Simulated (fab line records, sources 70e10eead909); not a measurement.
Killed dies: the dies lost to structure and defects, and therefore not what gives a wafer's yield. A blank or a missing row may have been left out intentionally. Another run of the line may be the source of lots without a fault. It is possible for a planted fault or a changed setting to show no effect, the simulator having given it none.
Struck lot and sound lot, side by side + flow nand harc + 20 steps out of a route of 1302
Sound: the wafers L280.2, L280.5, L280.6. Wafers struck: L274.1, L274.2, L274.4. At the end, the cause is stated.
Order at every step that has rows: each side's tool, ch and its chambers, its first start. Under that, the readings that differ: sound wafers + struck wafers + difference of the means + sigmas: that difference in standard deviations of wafers without a fault.
alike: same words and numbers on both sides, and readings whose means sit less than 2 such deviations apart. not compared: any withheld reading, any reading some wafer has no value for, any bound like >300 that may hide the same value, and any number with overlapping values for which the record gives no deviation.
A row with sigmas, a row that says differs or no value, or rows on one side alone: a step with any of these is where the two part. Numbers that don't overlap but have no deviation are shown without sigmas and don't part them. A reading that every wafer of one side lacks parts them only if that side has two wafers or more.

NHARC_A_ZERO_WELL_DESCUM_12: chemistry O2, time 3 s.
  sound on rie diel-04 ch 0,1,2, day 15 09:04; struck on rie diel-04 ch 0,2,3, day 12 17:55
  alike: drypump motor current A, oes product au, rf vpp V, showerhead plenum p Torr, throttle valve pct
  not compared: rf hours counter h
NHARC_A_ZERO_WELL_ETCH_19: etches the open film in N2/H2, target depth 80 nm, overetch 24 nm, time 87.88 s.
  sound on rie diel-04 ch 1,2,3, day 15 09:08; struck on rie diel-04 ch 0,2,3, day 12 17:59
  alike: drypump motor current A, oes product au, rf fwd power W, rf vpp V, showerhead plenum p Torr, throttle valve pct
  not compared: rf hours counter h
NHARC_A_ZERO_WELL_ETCH_13: etches the open film in HBr/Cl2, target depth 120 nm, time 40.1 s.
  sound on rie si-05 ch 0,1,2, day 15 09:16; struck on rie si-03 ch 0,1, day 12 18:08
  alike: drypump motor current A, oes product au, rf fwd power W, throttle valve pct
  not compared: rf hours counter h
then, 4 steps without rows for these wafers: NHARC_A_ZERO_WELL_STRIP_14 (strips in SPM, time 900 s); NHARC_A_ZERO_WELL_IMPLANT_15; NHARC_A_ZERO_WELL_PRECLEAN_22 (cleans in SC1, time 60 s); NHARC_A_ZERO_WELL_SRD_23.
NHARC_A_ZERO_WELL_RTA_16: time 10 s.
  sound on rtp anneal-01 ch 0, day 15 10:10; struck on rtp anneal-01 ch 0, day 12 19:02
  alike: lamp power pct, wafer_temp_C_max
NHARC_A_ZERO_WELL_INSPECT_17:
  sound: defect inspect-01 at day 15 10:20; struck: defect inspect-01 at day 12 19:14
  alike: raw defect count
then, 2 steps without rows for these wafers: NHARC_A_SOURCE_PLATE_PRECLEAN_00 (cleans in HF-LAST, time 60 s); NHARC_A_SOURCE_PLATE_SRD_01.
NHARC_A_SOURCE_PLATE_OXIDE_02: material SiO2, target thk 10 nm, ox time 1362 s.
  sound on furnace-08 ch 0, day 15 13:07; struck on furnace-07 ch 0, day 12 21:10
  alike: spike tc top C
NHARC_A_SOURCE_PLATE_THK_MEAS_09: measures by ellipsometry.
  sound: film metro-01 at day 15 17:10; struck: film metro-02 at day 13 01:11
  alike: thk nm
then, 3 steps without rows for these wafers: NHARC_A_SOURCE_PLATE_PVD_04 (deposits WSi2, target thk 50 nm); NHARC_A_SOURCE_PLATE_CVD_03 (deposits poly-Si, target thk 200 nm, time 4000 s); NHARC_A_SOURCE_PLATE_ANNEAL_05 (time 1800 s).
NHARC_A_SOURCE_PLATE_THK_MEAS_06: measures by ellipsometry.
  sound: film metro-01 at day 16 06:57; struck: film metro-01 at day 13 13:44
  alike: thk nm
NHARC_A_SOURCE_PLATE_INSPECT_08:
  sound: defect inspect-01 at day 16 07:02; struck: defect inspect-01 at day 13 13:49
| reading          | sound    | struck      | difference | sigmas |
|------------------|----------|-------------|------------|--------|
| raw defect count | 28 39 65 | 818 832 775 | +764       | +32    |
following that, 1 step holds no rows for these wafers, namely NHARC_A_ONON_D1_DEP_00 (target thickness 1000 nm).
-- the record jumps here: 16 days lie between the struck wafers' starts before and after (it left off in module A_ONON_D1 and takes up again in module END, whose first step shown is number 1302 of the route) --
NHARC_END_SORT_01:
  the record has rows for the struck wafers here (prober-02 ch 0, day 29 23:09) and none for the sound ones

## WHERE THEY PART
Earliest at NHARC_A_SOURCE_PLATE_INSPECT_08; latest, in this record, at NHARC_END_SORT_01.

WHY: the cause the simulator had injected
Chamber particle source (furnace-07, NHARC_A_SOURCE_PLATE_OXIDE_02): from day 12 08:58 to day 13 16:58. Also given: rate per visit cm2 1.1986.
